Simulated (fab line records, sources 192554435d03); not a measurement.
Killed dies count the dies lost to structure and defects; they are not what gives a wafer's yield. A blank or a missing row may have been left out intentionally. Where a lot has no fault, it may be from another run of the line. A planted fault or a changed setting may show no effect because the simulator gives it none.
fab line records    flow n5_finfet
record lots=5  wafers=15  last_day=19
route steps=1938 shown PMOS_HMC_CHANNEL_EPI@61 BEOL_M4@1111 PASSIVATION@1936
lots with no fault: from the same line, run without faults
start_h: start of the lot's first displayed wafer, in hours after the record's first day    wait_h: hours since the lot's step before    " repeats the value in the row above    L1.1+2: several wafers, shown together as one row    - either no value or no given start    * or withheld: withheld    < > ~ a bound
route shown NAME@n: names a module that has steps shown in the file, with the first one's number in the route    usual: mean and standard deviation over wafers with no fault    same: alike in all rows    chamber/n: place in a boat    sites: each site's reading    _std_site: how widely they spread, as a standard deviation    _edge_site: mean of outer sites minus mean of inner sites    radius_mm: how far each site lies from the wafer's centre    mask NAME#n: copy n    behind: the most recent tool/chamber to have shaped the wafer    hold: what put the lot on hold/how long, in hours/how the hold closed    device: whichever transistor did not switch (one of n, p or np)    end of line: the route-end tests of the same wafers    where a step has no rows: the recipe by itself    killed: not the wafer's yield, but the dies lost to structure and defects at the first sort    map: per-die view of a wafer (x killed, . not killed, _ where there is no die)
set.NAME: the setting as run; set.NAME@STEP: as run at that earlier step    model.NAME: the simulator's own value behind a step, which no gauge read
lots seen at some steps along the route; tables by step, rows by wafer
services: from which hour (start_h, from the record's first day; less than 0 if before it) a tool's chamber was out of use, for how many hours, and why
## steps
# step N5_PMOS_HMC_CHANNEL_EPI_SOFTBAKE_04
# recipe temp_c=110  time_s=60  resist=CAR-ArF-block
# step N5_PMOS_HMC_CHANNEL_EPI_EXPOSE_06
# recipe mask_id=PMOS_HMC_BLK  na=1.35  source_shape=conventional  sigma_outer=0.8  polarization=unpolarized  target_cd_nm=240  dose_mj=41
# step N5_PMOS_HMC_CHANNEL_EPI_PEB_07
# recipe peb_temp_c=110  peb_time_s=60  resist=CAR-ArF-block
# step N5_PMOS_HMC_CHANNEL_EPI_DEVELOP_08
# recipe develop_time_s=30  developer=TMAH  resist=CAR-ArF-block  dev_temp_c=23  rinse_liquid=diw  dry=air_spin
# step N5_PMOS_HMC_CHANNEL_EPI_CD_MEAS_09
# recipe target_cd_nm=237.4  landing_energy_ev=500  detector=se_inlens
# usual cd_nm=237.5/0.83
lot.wafer  tool       chamber  start_h  wait_h  cd_nm
L140.3     cd_sem-03  0        29.19    -       236.7
L140.4     "          0        "        "       237.1
L140.6     "          0        "        "       236.6
L148.1     cd_sem-01  0        77.22    -       237.6
L148.3     "          0        "        "       237.7
L148.5     "          0        "        "       238.2
L154.2     cd_sem-01  0        112.98   -       238.2
L154.4     "          0        "        "       238.2
L154.5     "          0        "        "       238.3
L156.2     cd_sem-01  0        125.72   -       237.4
L156.3     "          0        "        "       237.1
L156.4     "          0        "        "       237.5
L161.1     cd_sem-01  0        155.28   -       237.7
L161.4     "          0        "        "       237.4
L161.6     "          0        "        "       237.7
# step N5_PMOS_HMC_CHANNEL_EPI_OVL_MEAS_10
# recipe points_per_wafer=44
# usual PMOS_HMC_BLK_OVL=-0.5/0.88
lot.wafer  tool        chamber  start_h  wait_h  PMOS_HMC_BLK_OVL[nm]
L140.3     overlay-01  0        29.22    0.0     1.5
L140.4     "           0        "        "       1.0
L140.6     "           0        "        "       1.3
L148.1     overlay-01  0        77.25    0.0     -0.3
L148.3     "           0        "        "       -0.3
L148.5     "           0        "        "       0.1
L154.2     overlay-01  0        113.01   0.0     -0.8
L154.4     "           0        "        "       -0.5
L154.5     "           0        "        "       -0.5
L156.2     overlay-01  0        125.75   0.0     -0.6
L156.3     "           0        "        "       -0.6
L156.4     "           0        "        "       -1.3
L161.1     overlay-01  0        155.31   0.0     -1.5
L161.4     "           0        "        "       -0.7
L161.6     "           0        "        "       -1.6
# step N5_PMOS_HMC_CHANNEL_EPI_INSPECT_11
# recipe mode=adi  inspect_instrument=macro
# usual raw_defect_count=2.0/1.4
lot.wafer  tool               chamber  start_h  wait_h  raw_defect_count
L140.3     defect_inspect-02  -        29.24    0.0     3
L140.4     "                  -        "        "       2
L140.6     "                  -        "        "       1
L148.1     defect_inspect-02  -        77.27    0.0     2
L148.3     "                  -        "        "       4
L148.5     "                  -        "        "       4
L154.2     defect_inspect-01  -        113.04   0.0     3
L154.4     "                  -        "        "       1
L154.5     "                  -        "        "       4
L156.2     defect_inspect-02  -        125.77   0.0     3
L156.3     "                  -        "        "       1
L156.4     "                  -        "        "       1
L161.1     defect_inspect-01  -        155.33   0.0     1
L161.4     "                  -        "        "       4
L161.6     "                  -        "        "       3
# step N5_PMOS_HMC_CHANNEL_EPI_DESCUM_14
# recipe chemistry=O2  time_s=7.9  source_power_w=50  bias_power_w=20  pressure_mtorr=20  rf_frequency_hz=2.712e+07  temp_c=40  resist=CAR-ArF-block  o2_flow_sccm=225
# usual drypump_motor_current_A=5.7/0.56  oes_product_au=0.80/0.095  rf_vpp_V=243.0/1.4  showerhead_plenum_p_Torr=2.10/0.069  throttle_valve_pct=20.41/0.17
lot.wafer  tool         chamber  start_h  wait_h  drypump_motor_current_A  oes_product_au  rf_hours_counter_h  rf_vpp_V  showerhead_plenum_p_Torr  throttle_valve_pct
L140.3     rie_diel-06  2        29.28    0.0     6.6                      0.72            223                 244.4     2.15                      20.73
L140.4     "            0        "        "       6.3                      0.69            236                 243.5     2.15                      20.50
L140.6     "            2        "        "       6.6                      0.71            -                   244.4     2.15                      20.70
L148.1     rie_diel-01  1        77.36    0.1     6.8                      0.87            41                  243.7     2.14                      20.29
L148.3     "            0        "        "       5.4                      0.89            33                  243.9     2.14                      20.20
L148.5     "            1        "        "       6.8                      0.88            -                   244.2     2.14                      20.29
L154.2     rie_diel-01  3        113.07   0.0     5.4                      0.68            237                 242.1     2.06                      20.34
L154.4     "            2        "        "       4.8                      0.78            123                 240.9     2.01                      20.38
L154.5     "            3        "        "       5.4                      0.68            -                   243.0     2.06                      20.35
L156.2     rie_diel-01  0        125.80   0.0     5.5                      0.88            49                  242.6     2.13                      20.23
L156.3     "            3        "        "       5.4                      0.69            241                 243.0     2.06                      20.36
L156.4     "            3        "        "       5.4                      0.69            -                   244.5     2.06                      20.36
L161.1     rie_diel-04  3        155.65   0.3     5.8                      0.92            24                  244.2     2.14                      20.27
L161.4     "            2        "        "       6.2                      0.78            126                 241.6     2.03                      20.62
L161.6     "            0        "        "       5.3                      0.98            -                   244.3     2.24                      20.22
# step N5_PMOS_HMC_CHANNEL_EPI_ETCH_32
# recipe chemistry=N2/H2  target=BARC  stop_on=SiO2  target_depth_a=858  over_etch_frac=0.3  time_s=50.3  ion_energy_ev=200  mask_material=CAR-ArF-block  pressure_mtorr=30  source_w=840  bias_w=150  n2_flow_sccm=200  h2_flow_sccm=200
# usual bias_w=150.0/0.4  drypump_motor_current_A=5.7/0.56  n2_flow_sccm=200.0/0.68  oes_product_au=0.68/0.078  rf_vpp_V=524.0/2.5  showerhead_plenum_p_Torr=2.55/0.086  throttle_valve_pct=17.87/0.19
lot.wafer  tool         chamber  start_h  wait_h  bias_w  drypump_motor_current_A  n2_flow_sccm  oes_product_au  rf_hours_counter_h  rf_vpp_V  showerhead_plenum_p_Torr  throttle_valve_pct
L140.3     rie_diel-06  2        29.31    0.0     150.3   6.6                      199.4         0.61            223                 525.6     2.62                      18.28
L140.4     "            0        "        "       149.9   6.3                      200.4         0.60            236                 525.4     2.62                      18.05
L140.6     "            2        "        "       149.9   6.6                      199.9         0.61            -                   524.6     2.62                      18.28
L148.1     rie_diel-01  1        77.39    0.0     150.5   6.8                      198.8         0.74            41                  525.1     2.59                      17.74
L148.3     "            0        "        "       149.7   5.5                      201.1         0.76            33                  524.9     2.60                      17.67
L148.5     "            1        "        "       150.3   6.8                      199.5         0.75            -                   523.8     2.59                      17.74
L154.2     rie_diel-01  3        113.11   0.0     149.8   5.4                      200.2         0.59            237                 524.4     2.50                      17.80
L154.4     "            2        "        "       150.3   4.9                      200.1         0.66            123                 520.4     2.45                      17.85
L154.5     "            3        "        "       149.8   5.4                      200.3         0.60            -                   522.4     2.50                      17.83
L156.2     rie_diel-01  0        125.84   0.0     149.7   5.4                      199.2         0.74            49                  526.0     2.59                      17.69
L156.3     "            3        "        "       149.7   5.4                      199.7         0.59            241                 522.5     2.50                      17.82
L156.4     "            3        "        "       149.5   5.4                      200.1         0.59            -                   522.1     2.50                      17.82
L161.1     rie_diel-04  3        155.68   0.0     149.5   5.9                      200.2         0.77            24                  524.4     2.59                      17.66
L161.4     "            2        "        "       150.5   6.2                      200.2         0.66            126                 522.4     2.45                      18.10
L161.6     "            0        "        "       150.4   5.4                      201.0         0.82            -                   528.8     2.72                      17.61
# step N5_PMOS_HMC_CHANNEL_EPI_HM_OPEN_15
# recipe chemistry=CHF3/O2  target=SiO2  mask_material=CAR-ArF-block  target_depth_a=406  CHF3_flow_sccm=50  O2_flow_sccm=5  Ar_flow_sccm=200  time_s=20.3  pressure_mtorr=30  source_w=650  bias_w=170  ion_energy_ev=200
# usual O2_flow_sccm=5.000/0.015  drypump_motor_current_A=5.7/0.56  oes_product_au=0.80/0.095  rf_vpp_V=525/5  showerhead_plenum_p_Torr=2.42/0.077  throttle_valve_pct=18.89/0.18
lot.wafer  tool         chamber  start_h  wait_h  O2_flow_sccm  drypump_motor_current_A  oes_product_au  rf_hours_counter_h  rf_vpp_V  showerhead_plenum_p_Torr  throttle_valve_pct
L140.3     rie_diel-06  2        29.35    0.0     5.021         6.6                      0.71            223                 533       2.48                      19.25
L140.4     "            0        "        "       5.001         6.3                      0.69            236                 524       2.48                      19.00
L140.6     "            2        "        "       5.003         6.6                      0.71            -                   534       2.48                      19.24
L148.1     rie_diel-01  1        77.43    0.0     5.015         6.8                      0.86            41                  517       2.46                      18.75
L148.3     "            0        "        "       5.004         5.4                      0.89            33                  521       2.46                      18.67
L148.5     "            1        "        "       4.996         6.8                      0.87            -                   515       2.46                      18.73
L154.2     rie_diel-01  3        113.15   0.0     5.000         5.4                      0.68            237                 523       2.38                      18.91
L154.4     "            2        "        "       5.006         4.9                      0.78            123                 528       2.33                      18.93
L154.5     "            3        "        "       4.987         5.4                      0.67            -                   524       2.39                      18.89
L156.2     rie_diel-01  0        125.88   0.0     4.995         5.5                      0.86            49                  521       2.45                      18.71
L156.3     "            3        "        "       5.014         5.4                      0.68            241                 523       2.38                      18.91
L156.4     "            3        "        "       5.018         5.4                      0.68            -                   524       2.38                      18.90
L161.1     rie_diel-04  3        155.73   0.0     5.008         5.9                      0.91            24                  530       2.45                      18.66
L161.4     "            2        "        "       5.006         6.2                      0.77            126                 528       2.34                      19.04
L161.6     "            0        "        "       5.012         5.4                      0.97            -                   529       2.57                      18.65
# step N5_PMOS_HMC_CHANNEL_EPI_STRIP_33
# recipe chemistry=N2/H2  power_w=500  temp_c=40  pressure_mtorr=50  rf_frequency_hz=6e+07  overash_fraction=0.3  bias_power_w=8  h2_frac=0.5  n2_flow_sccm=300  h2_flow_sccm=300
# usual drypump_motor_current_A=5.7/0.56  n2_flow_sccm=299.9/0.9  oes_product_au=0.80/0.095  rf_vpp_V=54.2/1.6  showerhead_plenum_p_Torr=3.36/0.11  throttle_valve_pct=18.99/0.27
lot.wafer  tool         chamber  start_h  wait_h  drypump_motor_current_A  n2_flow_sccm  oes_product_au  rf_hours_counter_h  rf_vpp_V  showerhead_plenum_p_Torr  throttle_valve_pct
L140.3     rie_diel-06  2        29.41    0.0     6.6                      299.5         0.71            223                 55.7      3.45                      19.59
L140.4     "            0        "        "       6.2                      300.2         0.68            236                 51.6      3.45                      19.27
L140.6     "            2        "        "       6.6                      300.4         0.71            -                   55.1      3.45                      19.58
L148.1     rie_diel-01  1        77.49    0.0     6.8                      301.7         0.86            41                  54.2      3.42                      18.90
L148.3     "            0        "        "       5.4                      300.5         0.89            33                  55.2      3.43                      18.74
L148.5     "            1        "        "       6.8                      300.8         0.86            -                   53.8      3.42                      18.88
L154.2     rie_diel-01  3        113.20   0.0     5.4                      299.8         0.69            237                 53.5      3.30                      18.95
L154.4     "            2        "        "       4.9                      299.8         0.80            123                 54.0      3.24                      18.96
L154.5     "            3        "        "       5.4                      301.4         0.69            -                   55.2      3.30                      18.96
L156.2     rie_diel-01  0        125.94   0.0     5.4                      300.8         0.87            49                  53.5      3.42                      18.76
L156.3     "            3        "        "       5.4                      301.0         0.69            241                 52.9      3.30                      18.98
L156.4     "            3        "        "       5.4                      299.5         0.69            -                   57.6      3.30                      18.91
L161.1     rie_diel-04  3        155.78   0.0     5.9                      299.2         0.91            24                  52.4      3.42                      18.76
L161.4     "            2        "        "       6.2                      301.2         0.77            126                 51.6      3.24                      19.60
L161.6     "            0        "        "       5.4                      300.6         0.96            -                   52.5      3.58                      18.59
# step N5_PMOS_HMC_CHANNEL_EPI_STRIP_17
# recipe chemistry=SPM  time_s=750  temp_c=130  h2so4_h2o2_vol_ratio=4  dry=ipa_marangoni
# step N5_PMOS_HMC_CHANNEL_EPI_ETCH_38
# recipe chemistry=CF4  target=SiO2  target_depth_a=15  ion_energy_ev=350  pressure_mtorr=10  icp_w=800  bias_w=400  cf4_flow_sccm=80
# usual bias_w=400.1/1.2  drypump_motor_current_A=6.1/0.38  he_backside_leak_sccm=2.81/0.3  oes_product_au=0.992/0.0085  throttle_valve_pct=21.74/0.19
lot.wafer  tool       chamber  start_h  wait_h  bias_w  drypump_motor_current_A  he_backside_leak_sccm  oes_product_au  rf_hours_counter_h  throttle_valve_pct
L140.3     rie_si-01  1        29.74    0.0     399.4   5.8                      2.72                   1.007           164                 21.53
L140.4     "          2        "        "       400.6   6.3                      2.91                   1.013           130                 21.64
L140.6     "          1        "        "       401.5   5.8                      2.61                   0.993           -                   21.52
L148.1     rie_si-02  1        77.79    0.0     399.4   5.5                      2.80                   0.996           148                 21.58
L148.3     "          3        "        "       399.0   6.4                      2.70                   0.999           104                 22.14
L148.5     "          1        "        "       399.2   5.5                      3.09                   0.995           -                   21.58
L154.2     rie_si-01  3        113.51   0.0     400.2   6.2                      3.36                   0.999           190                 21.87
L154.4     "          1        "        "       423.8   5.8                      2.62                   0.995           166                 21.53
L154.5     "          0        "        "       402.3   5.9                      2.90                   0.981           -                   21.95
L156.2     rie_si-02  2        126.24   0.0     399.9   6.6                      2.60                   0.995           87                  21.71
L156.3     "          3        "        "       400.7   6.4                      2.70                   0.997           105                 22.12
L156.4     "          1        "        "       403.4   5.5                      2.78                   0.993           149                 21.58
L161.1     rie_si-02  2        156.09   0.0     399.5   6.7                      2.49                   0.985           88                  21.68
L161.4     "          1        "        "       400.0   5.5                      2.78                   0.994           150                 21.60
L161.6     "          1        "        "       399.7   5.5                      2.77                   0.991           -                   21.60
# step N5_PMOS_HMC_CHANNEL_EPI_FIN_RECESS_16
# recipe chemistry=HBr/Cl2  target=Si  mask_material=SiO2  target_depth_a=540  time_s=18  pressure_mtorr=10  icp_w=800  bias_w=75  HBr_flow_sccm=150  Cl2_flow_sccm=80
# usual drypump_motor_current_A=6.1/0.38  he_backside_leak_sccm=2.8/0.34  mfc_cl2_sccm=80.04/0.25  oes_product_au=0.993/0.0089  throttle_valve_pct=35.47/0.24
lot.wafer  tool       chamber  start_h  wait_h  drypump_motor_current_A  he_backside_leak_sccm  mfc_cl2_sccm  oes_product_au  rf_hours_counter_h  throttle_valve_pct
L140.3     rie_si-01  1        29.76    0.0     5.8                      2.8                    80.03         0.993           164                 35.21
L140.4     "          2        "        "       6.3                      2.9                    80.20         1.002           130                 35.30
L140.6     "          1        "        "       5.8                      2.8                    80.18         0.996           -                   35.22
L148.1     rie_si-02  1        77.81    0.0     5.5                      3.1                    80.32         0.992           148                 35.36
L148.3     "          3        "        "       6.4                      2.7                    79.73         1.000           104                 35.99
L148.5     "          1        "        "       5.5                      3.0                    80.17         0.981           -                   35.37
L154.2     rie_si-01  3        113.53   0.0     6.2                      3.5                    80.10         1.010           190                 35.67
L154.4     "          1        "        "       5.8                      2.5                    80.58         0.997           166                 35.21
L154.5     "          0        "        "       6.0                      2.7                    79.77         0.992           -                   35.69
L156.2     rie_si-02  2        126.26   0.0     6.6                      2.6                    80.01         0.994           87                  35.37
L156.3     "          3        "        "       6.4                      2.7                    80.35         1.002           105                 35.99
L156.4     "          1        "        "       5.5                      2.9                    79.93         0.993           149                 35.34
L161.1     rie_si-02  2        156.11   0.0     6.7                      2.5                    80.74         0.993           88                  35.37
L161.4     "          1        "        "       5.5                      3.0                    79.57         0.997           150                 35.30
L161.6     "          1        "        "       5.5                      3.1                    79.79         1.007           -                   35.34
# step N5_BEOL_M4_RC_MEAS_101
# usual DIBL_N=36.4/1.4  DIBL_P=36.4/1.5  IOFF_N=0.156/0.022  IOFF_P=0.210/0.023  ION_N=675/9.1  ION_P=463/5.7  SS_N=71.6/0.45  SS_P=73.3/0.56  VT_N=250/3.1  VT_P=-250.3/2.3
lot.wafer  tool       chamber  start_h  wait_h  DIBL_N[mV/V]  DIBL_P[mV/V]  IOFF_N[nA/um]  IOFF_P[nA/um]  ION_N[uA/um]  ION_P[uA/um]  SS_N[mV/dec]  SS_P[mV/dec]  VT_N[mV]  VT_P[mV]
L140.3     prober-02  0        222.31   0.3     34.3          35.7          0.142          0.197          676           461           71.1          73.2          250       -248.7
L140.4     "          0        "        "       35.4          36.7          0.159          0.208          681           459           71.0          72.6          248       -250.5
L140.6     "          0        "        "       35.1          36.3          0.151          0.209          669           460           70.4          73.2          248       -247.9
L148.1     prober-02  0        256.94   0.0     38.4          38.2          0.176          0.193          674           451           72.1          74.2          249       -253.9
L148.3     "          0        "        "       37.3          38.2          0.160          0.187          674           458           72.0          73.6          249       -254.2
L148.5     "          0        "        "       37.7          37.1          0.151          0.172          664           449           72.8          73.3          252       -255.6
L154.2     prober-01  0        289.78   0.2     38.1          38.4          0.167          0.220          678           463           71.5          73.4          249       -250.6
L154.4     "          0        "        "       38.1          39.1          0.174          0.231          682           470           71.3          73.8          251       -248.8
L154.5     "          0        "        "       38.7          39.1          0.185          0.227          684           466           72.0          72.6          248       -251.4
L156.2     prober-02  0        306.25   0.2     38.1          36.5          0.167          0.231          679           466           71.3          73.3          251       -248.7
L156.3     "          0        "        "       36.9          35.3          0.149          0.216          675           465           71.3          72.9          251       -249.1
L156.4     "          0        "        "       36.9          35.2          0.148          0.219          671           469           71.4          72.7          254       -251.0
L161.1     prober-02  0        342.18   0.0     34.4          34.2          0.117          0.185          655           450           71.2          72.3          256       -249.0
L161.4     "          0        "        "       34.6          35.9          0.135          0.201          662           464           71.7          73.5          251       -250.3
L161.6     "          0        "        "       35.1          35.6          0.128          0.197          657           463           71.3          73.3          256       -251.1
# step N5_PASSIVATION_PROBE_49
# usual defect_limited_yield=91.5/1.3  killed_at_M0_to_M3=33/10  killed_at_M4_up=13/4  killed_at_contacts=12/6.3  killed_at_front_end=39/11  killed_at_other=3.4/2.6  killed_dies=100/15  killed_on_rim=13/4  killed_open=65/11  killed_short=34/7.8  sort_bin_5_function=5.0/0.89  sort_bin_6_memory=3.2/0.58  sort_n_pass=1080/15  sort_yield_pct=91.5/1.3
# same gross_dies=1180  killed_at_back_side=0  sort_bin_4_leakage[%]=0  sort_bin_8_speed[%]=0
lot.wafer  tool       chamber  start_h  wait_h  defect_limited_yield[%]  killed_at_M0_to_M3  killed_at_M4_up  killed_at_contacts  killed_at_front_end  killed_at_other  killed_dies  killed_on_rim  killed_open  killed_short  sort_bin_5_function[%]  sort_bin_6_memory[%]  sort_n_pass  sort_yield_pct[%]
L148.1     prober-01  -        369.37   0.0     89.8                     56                  18               8                   37                   1                120          14             79           39            6.0                     3.7                   1060         89.8
L148.3     prober-01  -        369.47   0.1     92.2                     48                  7                15                  21                   1                92           11             57           29            4.2                     3.1                   1088         92.2
L148.5     prober-01  -        369.57   0.2     91.0                     56                  13               6                   29                   2                106          11             70           33            5.5                     3.2                   1074         91.0
# killed by level:class
L148.1 BEOL_M0_SAQP:geometric_particle:short=17 BEOL_M0_SAQP:geometric_particle:open=12 FIN_SAQP:geometric_particle:open=10 BEOL_M2:geometric_particle:open=8 BEOL_M4:geometric_particle:open=8 FIN_SAQP:geometric_particle:short=7 MOL_CONTACT_COAG:geometric_particle:open=7 STI_FIN_REVEAL:geometric_particle:open=7
L148.3 BEOL_M0_SAQP:geometric_particle:short=13 MOL_CONTACT_COAG:geometric_particle:open=12 BEOL_M0_SAQP:geometric_particle:open=10 BEOL_M3:geometric_particle:open=10 STI_FIN_REVEAL:geometric_particle:open=7 BEOL_M2:geometric_particle:open=6 FIN_SAQP:geometric_particle:short=5 BEOL_M1:geometric_particle:open=4
L148.5 BEOL_M0_SAQP:geometric_particle:open=20 BEOL_M0_SAQP:geometric_particle:short=14 FIN_SAQP:geometric_particle:short=9 BEOL_M3:geometric_particle:open=7 FIN_SAQP:geometric_particle:open=6 MOL_CONTACT_COAG:geometric_particle:open=6 BEOL_M2:geometric_particle:open=6 BEOL_M4:geometric_particle:open=4
## services
tool         chamber  start_h  hours  kind
rie_diel-01  1        27.37    13.8   repair
rie_si-02    -        40.99    0.9    repair
rie_diel-04  1        46.04    2.6    repair
rie_si-01    2        48.77    3.3    repair
rie_si-01    -        53.03    28.1   pm
rie_diel-06  2        57.16    4.2    repair
rie_diel-01  0        66.08    1.5    repair
rie_diel-04  3        71.71    -      clean
rie_diel-04  3        71.71    -      consumable_replace:focus_ring
rie_diel-04  3        71.71    15.5   scheduled_down
rie_diel-04  3        71.71    15.5   vent_cycle
rie_diel-06  0        73.30    -      clean
rie_diel-06  0        73.30    -      consumable_replace:focus_ring
rie_diel-06  0        73.30    18.6   scheduled_down
rie_diel-06  0        73.30    18.6   vent_cycle
rie_si-01    1        85.12    3.7    repair
rie_si-01    -        86.10    0.1    repair
rie_diel-06  -        92.89    0.4    repair
rie_diel-06  2        114.51   5.9    repair
rie_diel-06  -        116.53   12.6   repair
rie_diel-01  3        152.84   -      clean
rie_diel-01  3        152.84   -      consumable_replace:focus_ring
rie_diel-01  3        152.84   19.1   scheduled_down
rie_diel-01  3        152.84   19.1   vent_cycle
## key
first_sign step=N5_PMOS_HMC_CHANNEL_EPI_ETCH_38  reading=bias_w  direction=up  sigmas=20  usual=*  struck=*
effect none on later readings
met_at N5_PMOS_HMC_CHANNEL_EPI_ETCH_38
struck_wafers L154.4
onset_between 29.74 113.51
fault kind=process_parameter_drift  tool=rie_si-01  chamber=1  onset_h=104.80  steps=N5_PMOS_HMC_CHANNEL_EPI_ETCH_38  channel=bias_w  offset=*  shape=step  end_h=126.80  acts_in=*  stated=*
